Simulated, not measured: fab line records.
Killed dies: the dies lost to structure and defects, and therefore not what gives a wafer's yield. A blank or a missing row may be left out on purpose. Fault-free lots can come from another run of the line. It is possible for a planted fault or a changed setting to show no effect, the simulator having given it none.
Chamber matching | flow n5 finfet | N5_MOL_CONTACT_COAG_ETCHBACK_132 on rie diel-02 has 4 sister chambers
The step etches SiO2 in CHF3, target depth 10 nm, time 6.7 s. 14 wafers are shown with their chamber, then 7 later ones without.

WAFERS WITH THEIR CHAMBER
wafer  | chamber | drypump motor current A (A) | throttle valve pct (%) | oes_f_703_au (a.u.)
L075.3 | 3       | 5.1                         | 19.16                  | 0.67
L075.4 | 2       | 6.5                         | 18.84                  | 0.85
L075.5 | 2       | 6.5                         | 18.84                  | 0.85
L081.1 | 0       | 5.2                         | 18.20                  | 0.91
L081.4 | 3       | 5.1                         | 19.19                  | 0.67
L081.6 | 1       | 5.5                         | 18.94                  | 0.71
L082.1 | 1       | 5.5                         | 18.94                  | 0.71
L082.4 | 2       | 6.5                         | 18.85                  | 0.84
L082.6 | 0       | 5.3                         | 18.20                  | 0.91
L093.1 | 3       | 5.1                         | 19.24                  | 0.66
L093.4 | 1       | 5.5                         | 18.97                  | 0.70
L093.5 | 1       | 5.5                         | 18.95                  | 0.70
L094.2 | 3       | 5.1                         | 19.23                  | 0.65
L094.3 | 2       | 6.5                         | 18.87                  | 0.82

SIGNATURES (averages over the wafers above)
reading                 | chamber 0 | chamber 1 | chamber 2 | chamber 3 | scatter within a chamber
drypump motor current A | 5.250     | 5.500     | 6.500     | 5.100     | 0.0224
throttle valve pct      | 18.2000   | 18.9500   | 18.8500   | 19.2050   | 0.023
oes_f_703_au            | 0.9100    | 0.7050    | 0.8400    | 0.6625    | 0.00987
Rule: distance of a wafer from a chamber = root of the sum over the readings of ((wafer's reading minus chamber's mean) / reading's scatter) squared. If the next closest chamber is less than 2 further off than the closest, the wafer can't be placed; otherwise it belongs to the closest. How the scatter is found: for the shown wafers, subtract from each reading the mean of its chamber, square and add these, divide the total by (wafers less chambers), then take the root.

WAFERS WITH NO CHAMBER GIVEN
wafer  | drypump motor current A (A) | throttle valve pct (%) | oes_f_703_au (a.u.)
L094.4 | 5.5                         | 18.97                  | 0.70
L095.1 | 5.3                         | 18.24                  | 0.87
L095.3 | 6.5                         | 18.90                  | 0.82
L095.4 | 5.1                         | 19.25                  | 0.65
L097.1 | 5.2                         | 18.24                  | 0.86
L097.4 | 6.5                         | 18.90                  | 0.81
L097.5 | 5.5                         | 18.98                  | 0.69

CHAMBER TAKEN BY EACH
wafer  | from the rows above | in truth
L094.4 | 1                   | 1
L095.1 | 0                   | 0
L095.3 | 2                   | 2
L095.4 | 3                   | 3
L097.1 | 0                   | 0
L097.4 | 2                   | 2
L097.5 | 1                   | 1
Correct placement for 7 of the 7. Can't be placed from these rows: 0. Number placed wrongly: 0.
